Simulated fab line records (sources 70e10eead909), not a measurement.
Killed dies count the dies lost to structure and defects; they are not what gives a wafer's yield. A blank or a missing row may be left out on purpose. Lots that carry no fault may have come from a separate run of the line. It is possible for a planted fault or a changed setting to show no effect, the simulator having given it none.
fab line records	flow nand-harc
[record] lots = 5	wafers = 15	last-day = 24
route steps=1159 shown P_ZERO_WELL@15 END@1159
lots with no fault: from the same line, run without faults
start-h: start of the lot's first displayed wafer, in hours after the record's first day	wait-h: hours since the lot's step before	" repeats the value in the row above	L1.1+2: several wafers, shown together as one row	- either no value or no given start	* or withheld: withheld	< > ~ a bound
route shown NAME@n: a module of which the file shows steps, and the number in the route of the first	usual: mean/standard deviation of fault-free wafers	same: alike in all rows	chamber/n: place in a boat	sites: each site's reading	_std_site: standard deviation of those values	_edge_site: the outer-site mean with the inner-site mean subtracted	radius-mm: how far each site lies from the wafer's centre	mask NAME#n: copy n	behind: the last tool/chamber to shape the wafer	hold: reason for holding the lot/hours on hold/outcome of the hold	device: the transistor (n, p or np) that didn't switch	end of line: at the end of the route, the tests of the same wafers	a step with no rows: only its recipe	killed: dies that structure and defects cost at the first sort, which is not the same as the wafer's yield	map: shows each die of a wafer: x if killed, . if not, _ if none is there
set.NAME: the run value of the setting; set.NAME@STEP: its run value at that earlier step	model.NAME: the simulator's own value behind a step, which no gauge read
lots at some steps of the route; a table a step, a row a wafer
services: when a tool's chamber went out of use (start-h, in hours from the record's first day, below 0 if earlier), for how many hours, and the reason
[[steps]]
[step NHARC_P_ZERO_WELL_HARDBAKE_12]
[recipe] temp-c = 118	time-s = 65
[step NHARC_P_ZERO_WELL_DESCUM_13]
[recipe] time-s = 3	o2-flow-sccm = 200	ar-flow-sccm = 0	bias-power-w = 0	chemistry = O2
[step NHARC_P_ZERO_WELL_ETCH_65]
[recipe] target-depth-a = 800	overetch-a = 240	time-s = 87.88	ion-energy-ev = 200	n2-flow-sccm = 150	h2-flow-sccm = 150	ar-flow-sccm = 0	rf-w = 400	bias-w = 150	chemistry = N2/H2
[step NHARC_P_ZERO_WELL_ETCH_62]
[recipe] target-depth-a = 130	time-s = 6.5	chf3-flow-sccm = 50	ar-flow-sccm = 200	rf-w = 500	bias-w = 200	chemistry = CHF3/Ar
[step NHARC_P_ZERO_WELL_ETCH_63]
[recipe] target-depth-a = 1200	time-s = 40.1	hbr-flow-sccm = 150	cl2-flow-sccm = 50	rf-w = 400	icp-w = 400	bias-w = 100	chemistry = HBr/Cl2
[step NHARC_P_ZERO_WELL_STRIP_15]
[recipe] time-s = 900	temp-c = 130	chemistry = SPM
[step NHARC_P_ZERO_WELL_DEHYDRATE_16]
[recipe] temp-c = 150	time-s = 120
[step NHARC_P_ZERO_WELL_HMDS_17]
[recipe] time-s = 30
[step NHARC_P_ZERO_WELL_COAT_18]
[recipe] spin-rpm = withheld
[step NHARC_P_ZERO_WELL_SOFTBAKE_19]
[recipe] temp-c = 122	time-s = 95
[step NHARC_P_ZERO_WELL_EBR_20]
[step NHARC_P_ZERO_WELL_EXPOSE_21]
[recipe] na = 0.6	target-cd-nm = 720	dose-mj = 22.31	mask-id = P_NWELL
[usual] exposure-dose-mJ-cm2 = 22.313/0.022	focus-offset-nm = 0.0/0.53
lot.wafer	tool	chamber	start-h	wait-h	mask	exposure-dose-mJ-cm2	focus-offset-nm
L457.3	krf-scanner-02	-	92.43	-	P_NWELL#0	-	-
L457.5	"	-	"	"	P_NWELL#0	-	-
L457.6	"	-	"	"	P_NWELL#0	-	-
L458.2	krf-scanner-03	-	98.44	-	P_NWELL#0	-	-
L458.5	"	-	"	"	P_NWELL#0	-	-
L458.6	"	-	"	"	P_NWELL#0	-	-
L459.1	krf-scanner-03	-	104.36	-	P_NWELL#0	-	-
L459.2	"	-	"	"	P_NWELL#0	-	-
L459.6	"	-	"	"	P_NWELL#0	-	-
L464.1	krf-scanner-02	0	134.54	-	P_NWELL#0	22.296	0.7
L464.2	"	0	"	"	P_NWELL#0	22.309	0.4
L464.5	"	0	"	"	P_NWELL#0	22.299	0.3
L465.4	krf-scanner-01	0	140.63	-	P_NWELL#0	22.334	0.0
L465.5	"	0	"	"	P_NWELL#0	22.311	0.2
L465.6	"	0	"	"	P_NWELL#0	22.323	0.3
[step NHARC_P_ZERO_WELL_PEB_22]
[recipe] peb-temp-c = 118	peb-time-s = 85
[step NHARC_P_ZERO_WELL_DEVELOP_23]
[recipe] time-s = 70
[step NHARC_P_ZERO_WELL_CD_MEAS_24]
[recipe] target-cd-nm = 720	landing-energy-ev = 500
[usual] cd-nm = 719.4/1.5
lot.wafer	tool	chamber	start-h	wait-h	cd-nm
L457.3	cd-sem-02	0	92.58	-	-
L457.5	"	0	"	"	-
L457.6	"	0	"	"	-
L458.2	cd-sem-02	0	98.59	-	-
L458.5	"	0	"	"	-
L458.6	"	0	"	"	-
L459.1	cd-sem-02	0	104.52	-	-
L459.2	"	0	"	"	-
L459.6	"	0	"	"	-
L464.1	cd-sem-03	0	134.69	-	722.8
L464.2	"	0	"	"	720.1
L464.5	"	0	"	"	722.8
L465.4	cd-sem-02	0	140.78	-	720.7
L465.5	"	0	"	"	718.3
L465.6	"	0	"	"	718.3
[step NHARC_P_ZERO_WELL_HARDBAKE_25]
[recipe] temp-c = 125	time-s = 80
[step NHARC_P_ZERO_WELL_DESCUM_26]
[recipe] time-s = 3	o2-flow-sccm = 200	ar-flow-sccm = 0	bias-power-w = 0	chemistry = O2
[usual] drypump-motor-current-A = 5.5/0.41	oes-product-au = 0.999/0.0072	rf-vpp-V = 58.0/0.89	showerhead-plenum-p-Torr = 1.92/0.09	throttle-valve-pct = 11.310/0.009
lot.wafer	tool	chamber	start-h	wait-h	drypump-motor-current-A	oes-product-au	rf-hours-counter-h	rf-vpp-V	showerhead-plenum-p-Torr	throttle-valve-pct	model.P_ZERO_WELL.cd-nm
L457.3	rie-diel-03	2	92.73	-	5.0	1.009	1.8	58.3	1.80	11.303	500.4
L457.5	"	2	"	"	5.0	1.004	-	57.6	1.80	11.312	501.5
L457.6	"	3	"	"	5.5	0.998	-	59.3	2.07	11.304	502.2
L458.2	rie-diel-03	1	98.78	-	5.2	0.992	3.3	57.2	1.80	11.309	498.8
L458.5	"	2	"	"	5.0	0.988	-	57.6	1.80	11.310	500.3
L458.6	"	3	"	"	5.4	1.002	-	59.4	2.07	11.314	498.3
L459.2	rie-diel-04	3	104.69	-	5.6	0.984	9.0	59.3	1.97	11.302	501.8
L459.1	"	0	"	"	5.6	1.004	11.8	57.7	1.91	11.301	499.6
L459.6	"	3	"	"	5.6	0.997	-	56.7	1.96	11.319	498.8
L464.2	rie-diel-03	3	134.87	-	5.5	0.995	4.6	59.4	2.07	11.302	719.9
L464.1	"	0	"	"	5.2	1.003	5.3	57.8	1.86	11.312	722.7
L464.5	"	2	"	"	5.0	1.001	-	57.9	1.80	11.309	722.9
L465.4	rie-diel-09	0	140.95	-	6.6	0.997	4.3	57.6	2.03	11.312	721.6
L465.6	"	3	"	"	5.5	1.000	-	57.3	1.94	11.315	718.8
L465.5	"	0	"	"	6.6	0.997	-	57.7	2.03	11.311	719.1
[step NHARC_P_ZERO_WELL_IMPLANT_27]
[recipe] energy-kev = 600	dose-cm2 = 1e+13	tilt-deg = 7
[step NHARC_P_ZERO_WELL_IMPLANT_57]
[recipe] energy-kev = 250	dose-cm2 = 4e+12	tilt-deg = 7
[step NHARC_P_ZERO_WELL_IMPLANT_58]
[recipe] energy-kev = 100	dose-cm2 = 2e+12	tilt-deg = 7
[step NHARC_P_ZERO_WELL_STRIP_28]
[recipe] time-s = 840	temp-c = 130	chemistry = SPM
[step NHARC_P_ZERO_WELL_DEHYDRATE_29]
[recipe] temp-c = 150	time-s = 120
[step NHARC_P_ZERO_WELL_HMDS_30]
[recipe] time-s = 30
[step NHARC_P_ZERO_WELL_COAT_31]
[recipe] spin-rpm = withheld
[step NHARC_P_ZERO_WELL_SOFTBAKE_32]
[recipe] temp-c = 122	time-s = 95
[step NHARC_P_ZERO_WELL_EBR_33]
[step NHARC_P_ZERO_WELL_EXPOSE_34]
[recipe] na = 0.6	target-cd-nm = 720	dose-mj = 22.31	mask-id = P_PWELL
[step NHARC_P_ZERO_WELL_PEB_35]
[recipe] peb-temp-c = 118	peb-time-s = 85
[step NHARC_P_ZERO_WELL_DEVELOP_36]
[recipe] time-s = 70
[step NHARC_P_ZERO_WELL_HARDBAKE_38]
[recipe] temp-c = 125	time-s = 80
[step NHARC_P_ZERO_WELL_DESCUM_39]
[recipe] time-s = 3	o2-flow-sccm = 200	ar-flow-sccm = 0	bias-power-w = 0	chemistry = O2
[step NHARC_P_ZERO_WELL_IMPLANT_40]
[recipe] energy-kev = 300	dose-cm2 = 1e+13	tilt-deg = 7
[step NHARC_P_ZERO_WELL_IMPLANT_59]
[recipe] energy-kev = 120	dose-cm2 = 5e+12	tilt-deg = 7
[step NHARC_P_ZERO_WELL_IMPLANT_60]
[recipe] energy-kev = 30	dose-cm2 = 2e+12	tilt-deg = 7
[step NHARC_P_ZERO_WELL_STRIP_41]
[recipe] time-s = 840	temp-c = 130	chemistry = SPM
[step NHARC_P_ZERO_WELL_DEHYDRATE_44]
[recipe] temp-c = 150	time-s = 120
[step NHARC_P_ZERO_WELL_HMDS_45]
[recipe] time-s = 30
[step NHARC_P_ZERO_WELL_COAT_46]
[recipe] spin-rpm = withheld
[step NHARC_P_ZERO_WELL_SOFTBAKE_47]
[recipe] temp-c = 122	time-s = 95
[step NHARC_P_ZERO_WELL_EBR_48]
[step NHARC_P_ZERO_WELL_INSPECT_43]
[usual] raw-defect-count = 11/5
lot.wafer	tool	chamber	start-h	wait-h	raw-defect-count
L457.3	defect-inspect-01	-	97.55	0.4	1062
L457.5	"	-	"	"	1138
L457.6	"	-	"	"	1104
L458.2	defect-inspect-02	-	103.79	0.5	1093
L458.5	"	-	"	"	1096
L458.6	"	-	"	"	1095
L459.1	defect-inspect-01	-	109.76	0.6	1082
L459.2	"	-	"	"	1110
L459.6	"	-	"	"	1142
L464.1	defect-inspect-02	-	139.77	0.6	10
L464.2	"	-	"	"	6
L464.5	"	-	"	"	12
L465.4	defect-inspect-01	-	146.03	0.2	10
L465.5	"	-	"	"	19
L465.6	"	-	"	"	12
[step NHARC_END_SORT_01]
[recipe] temp-c = 25
[usual] killed-at-array = 26/9.6	killed-at-other = 0.7/0.92	killed-at-periphery = 3.8/2.7	killed-dies = 31/10	killed-open = 3.3/1.7	killed-short = 1.8/1.3
[same] gross-dies = 677
lot.wafer	tool	chamber	start-h	wait-h	killed-at-array	killed-at-other	killed-at-periphery	killed-dies	killed-open	killed-short
L457.3	prober-01	0	507.32	3.1	20	0	657	677	2	3
L457.5	prober-01	0	508.92	3.7	20	0	657	677	5	4
L457.6	prober-01	0	509.71	4.0	18	0	659	677	6	0
L458.2	prober-02	0	522.86	2.8	32	1	644	677	4	2
L458.5	prober-02	0	525.30	3.8	23	1	653	677	4	1
L458.6	prober-02	0	526.11	4.1	23	0	654	677	2	0
L459.1	prober-01	0	534.50	2.5	41	1	635	677	2	3
L459.2	prober-01	0	535.29	2.8	43	0	634	677	2	2
L459.6	prober-01	0	538.48	4.0	36	1	640	677	4	1
// killed by level:class
L457.3 P_ZERO_WELL:area-expose=655 A_WL_FILL:chamber-film-flake=4 A_CHANNEL_HOLE_D1:chamber-film-flake=3 A_CONTACT:chamber-film-flake=3 A_CHANNEL_FILL_D1:geometric-particle:short=2 P_M0:chamber-film-flake=2 A_CHANNEL_FILL_D1:chamber-film-flake=2 A_CHANNEL_FILL_D1:geometric-particle:open=1
L457.5 P_ZERO_WELL:area-expose=656 A_CONTACT:chamber-film-flake=4 A_CHANNEL_HOLE_D1:chamber-film-flake=3 A_CHANNEL_FILL_D1:geometric-particle:short=2 A_WL_FILL:geometric-particle:short=2 A_WL_FILL:geometric-particle:open=2 A_STAIRCASE:chamber-film-flake=2 A_WL_FILL:chamber-film-flake=2
L457.6 P_ZERO_WELL:area-expose=654 A_CHANNEL_HOLE_D1:chamber-film-flake=5 P_M0:chamber-film-flake=3 A_CONTACT:chamber-film-flake=3 A_CONTACT:geometric-particle:open=2 A_WL_FILL:chamber-film-flake=2 P_M2:geometric-particle:open=1 A_CHANNEL_FILL_D1:geometric-particle:open=1
L458.2 P_ZERO_WELL:area-expose=640 A_CHANNEL_HOLE_D1:chamber-film-flake=13 A_CHANNEL_FILL_D1:chamber-film-flake=4 A_STAIRCASE:chamber-film-flake=4 A_CONTACT:chamber-film-flake=3 P_BONDPAD:chamber-film-flake=2 A_BONDPAD:chamber-film-flake=2 P_GATE:geometric-particle:open=1
L458.5 P_ZERO_WELL:area-expose=651 A_CHANNEL_HOLE_D1:chamber-film-flake=8 A_CONTACT:chamber-film-flake=5 A_CHANNEL_FILL_D1:chamber-film-flake=3 A_STAIRCASE:chamber-film-flake=3 P_GATE:geometric-particle:open=1 P_M0:geometric-particle:open=1 A_CONTACT:geometric-particle:open=1
L458.6 P_ZERO_WELL:area-expose=652 A_CHANNEL_HOLE_D1:chamber-film-flake=8 A_CHANNEL_FILL_D1:chamber-film-flake=4 A_STAIRCASE:chamber-film-flake=4 A_CONTACT:chamber-film-flake=4 A_BONDPAD:chamber-film-flake=2 P_GATE:geometric-particle:open=1 P_CONTACT:geometric-particle:open=1
L459.1 P_ZERO_WELL:area-expose=634 A_CHANNEL_HOLE_D1:chamber-film-flake=20 A_SLIT:chamber-film-flake=8 A_CHANNEL_FILL_D1:chamber-film-flake=3 A_ZERO_WELL:chamber-film-flake=2 A_CONTACT:chamber-film-flake=2 A_ONON_D1:geometric-particle:open=1 A_CHANNEL_FILL_D1:geometric-particle:short=1
L459.2 P_ZERO_WELL:area-expose=631 A_CHANNEL_HOLE_D1:chamber-film-flake=21 A_SLIT:chamber-film-flake=11 A_STAIRCASE:chamber-film-flake=7 P_CONTACT:geometric-particle:open=1 P_M1:geometric-particle:open=1 A_ONON_D1:geometric-particle:short=1 A_BLC:geometric-particle:short=1
L459.6 P_ZERO_WELL:area-expose=637 A_CHANNEL_HOLE_D1:chamber-film-flake=15 A_SLIT:chamber-film-flake=11 A_STAIRCASE:chamber-film-flake=3 A_CONTACT:geometric-particle:open=2 A_CONTACT:chamber-film-flake=2 P_M1:geometric-particle:open=1 A_WL_FILL:geometric-particle:short=1
// map L457.3 (x killed, . not)
____________x____________
_________xxxxxxx_________
_______xxxxxxxxxxx_______
______xxxxxxxxxxxxx______
_____xxxxxxxxxxxxxxx_____
____xxxxxxxxxxxxxxxxx____
____xxxxxxxxxxxxxxxxx____
___xxxxxxxxxxxxxxxxxxx___
___xxxxxxxxxxxxxxxxxxx___
__xxxxxxxxxxxxxxxxxxxxx__
__xxxxxxxxxxxxxxxxxxxxx__
_xxxxxxxxxxxxxxxxxxxxxxx_
_xxxxxxxxxxxxxxxxxxxxxxx_
_xxxxxxxxxxxxxxxxxxxxxxx_
_xxxxxxxxxxxxxxxxxxxxxxx_
_xxxxxxxxxxxxxxxxxxxxxxx_
xxxxxxxxxxxxxxxxxxxxxxxxx
xxxxxxxxxxxxxxxxxxxxxxxxx
xxxxxxxxxxxxxxxxxxxxxxxxx
xxxxxxxxxxxxxxxxxxxxxxxxx
xxxxxxxxxxxxxxxxxxxxxxxxx
_xxxxxxxxxxxxxxxxxxxxxxx_
_xxxxxxxxxxxxxxxxxxxxxxx_
_xxxxxxxxxxxxxxxxxxxxxxx_
_xxxxxxxxxxxxxxxxxxxxxxx_
_xxxxxxxxxxxxxxxxxxxxxxx_
__xxxxxxxxxxxxxxxxxxxxx__
__xxxxxxxxxxxxxxxxxxxxx__
___xxxxxxxxxxxxxxxxxxx___
___xxxxxxxxxxxxxxxxxxx___
____xxxxxxxxxxxxxxxxx____
____xxxxxxxxxxxxxxxxx____
_____xxxxxxxxxxxxxxx_____
______xxxxxxxxxxxxx______
_______xxxxxxxxxxx_______
_________xxxxxxx_________
____________x____________
// map L458.2 (x killed, . not)
____________x____________
_________xxxxxxx_________
_______xxxxxxxxxxx_______
______xxxxxxxxxxxxx______
_____xxxxxxxxxxxxxxx_____
____xxxxxxxxxxxxxxxxx____
____xxxxxxxxxxxxxxxxx____
___xxxxxxxxxxxxxxxxxxx___
___xxxxxxxxxxxxxxxxxxx___
__xxxxxxxxxxxxxxxxxxxxx__
__xxxxxxxxxxxxxxxxxxxxx__
_xxxxxxxxxxxxxxxxxxxxxxx_
_xxxxxxxxxxxxxxxxxxxxxxx_
_xxxxxxxxxxxxxxxxxxxxxxx_
_xxxxxxxxxxxxxxxxxxxxxxx_
_xxxxxxxxxxxxxxxxxxxxxxx_
xxxxxxxxxxxxxxxxxxxxxxxxx
xxxxxxxxxxxxxxxxxxxxxxxxx
xxxxxxxxxxxxxxxxxxxxxxxxx
xxxxxxxxxxxxxxxxxxxxxxxxx
xxxxxxxxxxxxxxxxxxxxxxxxx
_xxxxxxxxxxxxxxxxxxxxxxx_
_xxxxxxxxxxxxxxxxxxxxxxx_
_xxxxxxxxxxxxxxxxxxxxxxx_
_xxxxxxxxxxxxxxxxxxxxxxx_
_xxxxxxxxxxxxxxxxxxxxxxx_
__xxxxxxxxxxxxxxxxxxxxx__
__xxxxxxxxxxxxxxxxxxxxx__
___xxxxxxxxxxxxxxxxxxx___
___xxxxxxxxxxxxxxxxxxx___
____xxxxxxxxxxxxxxxxx____
____xxxxxxxxxxxxxxxxx____
_____xxxxxxxxxxxxxxx_____
______xxxxxxxxxxxxx______
_______xxxxxxxxxxx_______
_________xxxxxxx_________
____________x____________
[[services]]
tool	chamber	start-h	hours	kind
rie-diel-03	-	69.10	0.2	repair
rie-diel-03	0	71.80	-	clean
rie-diel-03	1	71.80	-	clean
rie-diel-03	2	71.80	-	clean
rie-diel-03	3	71.80	-	clean
krf-scanner-02	-	73.58	3.3	repair
rie-diel-09	-	77.10	9.0	pm
rie-diel-09	0	77.10	9.0	vent-cycle
rie-diel-09	1	77.10	9.0	vent-cycle
rie-diel-09	2	77.10	9.0	vent-cycle
rie-diel-09	3	77.10	9.0	vent-cycle
krf-scanner-01	0	77.13	-	calibration
krf-scanner-01	-	84.00	4.0	pm
rie-diel-03	0	96.30	-	clean
rie-diel-03	1	96.30	-	clean
rie-diel-03	2	96.30	-	clean
rie-diel-03	3	96.30	-	clean
krf-scanner-03	-	106.24	1.0	repair
rie-diel-04	-	111.90	9.0	pm
rie-diel-03	0	120.80	-	clean
rie-diel-03	1	120.80	-	clean
rie-diel-03	2	120.80	-	clean
rie-diel-03	3	120.80	-	clean
krf-scanner-02	0	138.10	-	calibration
[[key]]
[first-sign] step = NHARC_P_ZERO_WELL_EXPOSE_21	reading = tool-record	direction = missing
[effect] step = NHARC_P_ZERO_WELL_CD_MEAS_24	reading = cd-nm	direction = missing
[effect] step = NHARC_P_ZERO_WELL_INSPECT_43	reading = raw-defect-count	direction = up	sigmas = 99+	usual = 11	struck = 1102
[effect] step = NHARC_END_SORT_01	reading = killed-at-periphery	direction = up	sigmas = 99+	usual = 3.8	struck = 648.1
[model-effect] step = NHARC_P_ZERO_WELL_DESCUM_26	value = P_ZERO_WELL.cd-nm	without = 719	struck = 500.2
[more-kills-born-at] NHARC_P_ZERO_WELL_EXPOSE_21@krf-scanner-03 = 3845	NHARC_P_ZERO_WELL_EXPOSE_21@krf-scanner-02 = 1965
met-at NHARC_P_ZERO_WELL_EXPOSE_21
struck-wafers L457.3,L457.5,L457.6,L458.2,L458.5,L458.6,L459.1,L459.2,L459.6
later-rows-left-out L457.3,L457.5,L457.6,L458.2,L458.5,L458.6,L459.1,L459.2,L459.6
tester-left-out L457,L458,L459
[fault] kind = skipped-step-whole	tool = krf-scanner-02,krf-scanner-03	chamber = -	onset-h = 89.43	steps = NHARC_P_ZERO_WELL_EXPOSE_21	scope = struck-lots-only
// tester-left-out: of these lots the tester's yield and bins aren't shown, on N5 and GAA mostly nor the transistor test; their killed dies are dies lost to structure and defects alone, not to doping, threshold or leakage, so they don't give the yield
// later-rows-left-out: the simulator's readings of these wafers behind a module that went badly wrong aren't trusted and aren't shown, but for the sort
